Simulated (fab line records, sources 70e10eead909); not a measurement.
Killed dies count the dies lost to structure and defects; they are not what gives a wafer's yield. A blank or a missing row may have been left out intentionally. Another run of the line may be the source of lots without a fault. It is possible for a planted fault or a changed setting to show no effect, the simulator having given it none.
Comparing a struck lot with a sound one :: flow nand harc :: 13 steps out of a route of 1302
Sound: wafers L401.2, L401.4, L401.5. Struck: wafer L411.3 (left out: L411.2, a lot-mate that was not struck); the cause follows at the end.
Each step with rows lists, per side, the tool, then ch with its chambers, then its first start. Under that, the readings that differ: sound wafers :: struck wafers :: difference of the means :: sigmas: that difference in standard deviations of wafers without a fault.
alike: same words and numbers on both sides, and readings whose means sit less than 2 such deviations apart. not compared: any withheld reading, any reading some wafer has no value for, any bound like >300 that may hide the same value, and any number with overlapping values for which the record gives no deviation.
A row with sigmas, a row that says differs or no value, or rows on one side alone: a step with any of these is where the two part. Non-overlapping numbers with no deviation appear without sigmas and do not part them. A reading missing from all wafers of one side parts the sides only when that side holds two or more wafers.

NHARC_A_SLIT_ETCH_29: etches the open film in CF4/O2, target depth 100 nm, overetch 10 nm, time 55 s.
  sound on rie diel-07 ch 0,1,3, day 21 00:55; struck on rie diel-11 ch 1, day 26 00:07
  alike: drypump motor current A, oes product au, rf vpp V, showerhead plenum p Torr, throttle valve pct
  not compared: rf hours counter h
NHARC_A_SLIT_STRIP_18: strips in O2.
  sound on rie diel-07 ch 0,2; struck on rie diel-11 ch 0
reading: showerhead plenum p Torr (Torr)
sound: 3.66 3.76 3.76
struck: 3.34
difference: -0.39
sigmas: -3
  alike: drypump motor current A, oes product au, rf vpp V, throttle valve pct
  not compared: rf hours counter h
then, 2 steps without rows for these wafers: NHARC_A_SLIT_PRECLEAN_19 (cleans in SC1); NHARC_A_SLIT_SRD_20.
NHARC_A_SLIT_CD_MEAS_21:
  struck on cd sem-02, day 26 00:40; sound on cd sem-01, day 21 01:26
  alike: cd nm
then, 3 steps without rows for these wafers: NHARC_A_SIN_REMOVE_WET_00 (chemistry H3PO4, time 15300 s); NHARC_A_SIN_REMOVE_PRECLEAN_01 (cleans in SC1); NHARC_A_SIN_REMOVE_SRD_02.
NHARC_A_SIN_REMOVE_INSPECT_04:
  struck on defect inspect-02, day 26 07:13; sound on defect inspect-01, day 21 08:03
reading: raw defect count
sound: 326 343 337
struck: 630
difference: +295
sigmas: +4
NHARC_A_WL_FILL_ALD_00: deposits Al2O3, target thk 3 nm, pulse time 3 s, ald cycles 30.
  sound on ald hk-03 ch 0,1,2, day 21 08:08; struck on ald hk-01 ch 2, day 26 07:20
  alike: heater power w, precursor pulse height rel
  not compared: ald cycles
NHARC_A_WL_FILL_RTA_01: time 5 s.
  sound on rtp anneal-02 ch 0, day 21 08:25; struck on rtp anneal-02 ch 0, day 26 07:34
  alike: lamp power pct, lamp_zone_1_pct, lamp_zone_2_pct, lamp_zone_6_pct, wafer_temp_C_max
NHARC_A_WL_FILL_ALD_02: deposits TiN, target thk 2 nm, pulse time 3 s, ald cycles 100.
  sound on ald metal-02 ch 0,2, day 21 08:38; struck on ald metal-03 ch 1, day 26 07:45
reading: ald cycles
sound: 100 100 100
struck: 79
difference: -21
sigmas: 
  alike: heater power w, precursor pulse height rel
NHARC_END_SORT_01:
  the record has rows for the sound wafers here (prober-02 ch 0, day 25 13:11) and none for the struck ones

## WHERE THEY PART
First at NHARC_A_SLIT_STRIP_18; last, within this record, at NHARC_END_SORT_01.

WHY: what the simulator had put in
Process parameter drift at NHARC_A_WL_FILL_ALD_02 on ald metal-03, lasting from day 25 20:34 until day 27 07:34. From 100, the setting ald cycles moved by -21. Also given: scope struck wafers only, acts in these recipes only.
